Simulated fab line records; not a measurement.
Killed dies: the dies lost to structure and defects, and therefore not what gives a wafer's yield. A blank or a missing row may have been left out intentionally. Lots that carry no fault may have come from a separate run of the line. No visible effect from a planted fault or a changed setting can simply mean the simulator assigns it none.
Chamber matching ; flow n5 finfet ; N5_BEOL_M1_STRIP_66 on rie diel-02: 4 sister chambers
The step strips in CF4. 18 wafers are shown with their chamber, then 9 later ones without.

WAFERS WITH THEIR CHAMBER
wafer;chamber;drypump motor current A (A);showerhead plenum p Torr (Torr);throttle valve pct (%)
L074.2;1;6.4;1.799;13.82
L074.3;2;6.3;1.835;14.03
L074.4;3;5.7;1.808;13.38
L076.1;0;5.4;1.820;13.46
L076.2;2;6.3;1.835;14.04
L076.5;3;5.7;1.806;13.40
L081.1;3;5.7;1.803;13.40
L081.2;0;5.4;1.817;13.49
L081.6;0;5.4;1.817;13.47
L082.2;1;6.3;1.794;13.87
L082.4;2;6.3;1.833;13.46
L082.5;1;6.3;1.794;13.87
L089.2;2;6.3;1.829;13.50
L089.3;0;5.4;1.813;13.50
L089.6;0;5.4;1.812;13.53
L090.2;0;5.4;1.812;13.52
L090.3;1;6.3;1.790;13.87
L090.5;1;6.3;1.790;13.89

SIGNATURES (averages over the wafers above)
reading;chamber 0;chamber 1;chamber 2;chamber 3;scatter within a chamber
drypump motor current A;5.400;6.320;6.300;5.700;0.0239
showerhead plenum p Torr;1.81517;1.79340;1.83300;1.80567;0.00324
throttle valve pct;13.4950;13.8640;13.7575;13.3933;0.15
Rule: for each reading, subtract the chamber's mean from the wafer's reading, divide by that reading's scatter and square the result; add these up over the readings and take the root, which gives the wafer's distance from the chamber. The wafer belongs to the nearest chamber; if the next one is less than 2 further off, it can't be placed. The scatter: take each reading less its chamber's mean, square it, sum over the shown wafers, divide by the number of wafers less the number of chambers, and take the root.

WAFERS WITH NO CHAMBER GIVEN
wafer;drypump motor current A (A);showerhead plenum p Torr (Torr);throttle valve pct (%)
L091.1;5.6;1.798;13.45
L091.4;5.5;1.811;13.55
L091.5;6.3;1.828;13.53
L096.1;6.4;1.787;13.92
L096.2;6.3;1.825;13.53
L096.4;5.4;1.808;13.55
L097.2;5.7;1.795;13.46
L097.4;6.3;1.825;13.55
L097.5;6.3;1.786;13.92

WHICH CHAMBER EACH WENT THROUGH
wafer;from the rows above;in truth
L091.1;3;3
L091.4;0;0
L091.5;2;2
L096.1;1;1
L096.2;2;2
L096.4;0;0
L097.2;3;3
L097.4;2;2
L097.5;1;1
Correct placement for 9 of the 9. Number that these rows cannot place: 0. Placed wrongly: 0.
